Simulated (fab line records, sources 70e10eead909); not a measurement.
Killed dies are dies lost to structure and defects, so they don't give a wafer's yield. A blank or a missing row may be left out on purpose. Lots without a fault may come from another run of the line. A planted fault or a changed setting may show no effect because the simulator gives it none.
Chamber matching | flow nand_harc | NHARC_A_WL_FILL_ETCHBACK_16 on rie_diel-08: 4 sister chambers
The step etches the open film in C4F8/O2/Ar, target depth 120 nm, time 24 s. 4 wafers are shown with their chamber, then 7 later ones without.

WAFERS WITH THEIR CHAMBER
wafer  | chamber | rf_vpp_V (V)
L209.2 | 3       | 729
L209.6 | 2       | 721
L211.1 | 0       | 721
L211.3 | 1       | 725

WAFERS WITHOUT THEIR CHAMBER
wafer  | rf_vpp_V (V)
L211.6 | 724
L213.4 | 728
L213.5 | 723
L213.6 | 729
L217.1 | 729
L216.2 | 720
L218.2 | 721

WHICH CHAMBER EACH WENT THROUGH
wafer  | from the rows above          | in truth
L211.6 | 1                            | 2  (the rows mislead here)
L213.4 | 3                            | 3
L213.5 | can't be placed: 0 or 1 or 2 | 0
L213.6 | 3                            | 3
L217.1 | 3                            | 3
L216.2 | can't be placed: 0 or 2      | 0
L218.2 | can't be placed: 0 or 2      | 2
Placed correctly: 3 of 7. Can't be placed from these rows: 3 (the true chamber is among the candidates in 3). Placed wrongly: 1.
How it was worked out, from the rows above alone: a wafer's distance from a chamber is the root of the sum, over the readings, of the square of ((its reading less the chamber's mean) divided by the reading's scatter). The wafer belongs to the nearest chamber; if the next one is less than 2 further off, it can't be placed. A chamber's mean is the mean of its shown wafers. The scatter: with one shown wafer a chamber, the root of the mean of the squares of how far each hidden wafer lies from its nearest shown one.
